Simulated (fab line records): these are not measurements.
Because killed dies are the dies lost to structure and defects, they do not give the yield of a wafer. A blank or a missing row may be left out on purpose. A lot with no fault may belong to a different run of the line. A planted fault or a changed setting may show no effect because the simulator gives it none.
The tool behind it: which one? -- flow nand-harc -- 18 wafers from 6 lots sampled at 5 of the route's 1159 steps

== WHAT THE GAUGES READ, wafer by wafer ==
NHARC_END_SORT_01.
lot,measured,on,killed-at-array
L652,day 22 02:50,prober-02,31 28 34
L649,day 22 10:38,prober-01,32 47 35

== EACH LOT AND THE TOOL THAT RAN IT (in order: tool; ch and the chambers of the sampled wafers; start) ==
lot,NHARC_P_GATE_STRIP_95,NHARC_P_GATE_RTA_80,NHARC_P_CONTACT_ETCH_36,NHARC_P_CONTACT_PVD_32
L641,"plasma-asher-02 ch 1, day 6 04:32","rtp-anneal-02 ch 0, day 6 05:47","rie-diel-03 ch 1,2, day 6 08:36","pvd-sputter-01, no start"
L642,"plasma-asher-02 ch 0,1, day 6 18:16","rtp-anneal-01 ch 0, day 6 19:34","rie-diel-09 ch 1,2, day 6 22:12","pvd-sputter-03, no start"
L644,"plasma-asher-01 ch 0,1, day 7 03:58","rtp-anneal-02 ch 0, day 7 05:07","rie-diel-03 ch 0,1, day 7 07:56","pvd-sputter-02, no start"
L652,"plasma-asher-01 ch 0,1, day 8 14:36","rtp-anneal-01 ch 0, day 8 15:46","rie-diel-03 ch 0,1,3, day 8 18:16","pvd-sputter-02, day 22 02:50 or earlier"
L649,"plasma-asher-01 ch 0,1, day 8 16:35","rtp-anneal-02 ch 0, day 8 17:47","rie-diel-03 ch 0,3, day 8 20:17","pvd-sputter-02, day 22 10:38 or earlier"
L657,"plasma-asher-02 ch 0,1, day 10 00:53","rtp-anneal-02 ch 0, day 10 02:04","rie-diel-09 ch 1,2,3, day 10 05:23","pvd-sputter-01, no start"
- NHARC_P_GATE_STRIP_95: strips in O2.
- NHARC_P_GATE_RTA_80: time 30 s.
- NHARC_P_CONTACT_ETCH_36: etches the open film in N2/H2, target depth 260 nm, time 406.25 s.
- NHARC_P_CONTACT_PVD_32: deposits Ti, target thk 5 nm, time 17.7 s.

== THE ANSWER, worked out from the rows above alone ==
Rule: what is usual is taken from the lots themselves. The widest of any qualifying gaps counts: lots, ordered by their means at a reading, are off when they make up no more than a third of the lots, leave a main group of 4 or more, and stand apart from it by 3 or more times the standard deviation of that group's means. A main group whose means are all the same, to the digits that the tables above print for the reading, isn't used. A lot without any number at a reading at which 4 lots or more have one is off too. Where the step has rows for the other lots, those lots are counted as sound.
No lot is off at any reading shown: from this, nothing can be told.

== WHAT THE SIMULATOR HAD PUT IN ==
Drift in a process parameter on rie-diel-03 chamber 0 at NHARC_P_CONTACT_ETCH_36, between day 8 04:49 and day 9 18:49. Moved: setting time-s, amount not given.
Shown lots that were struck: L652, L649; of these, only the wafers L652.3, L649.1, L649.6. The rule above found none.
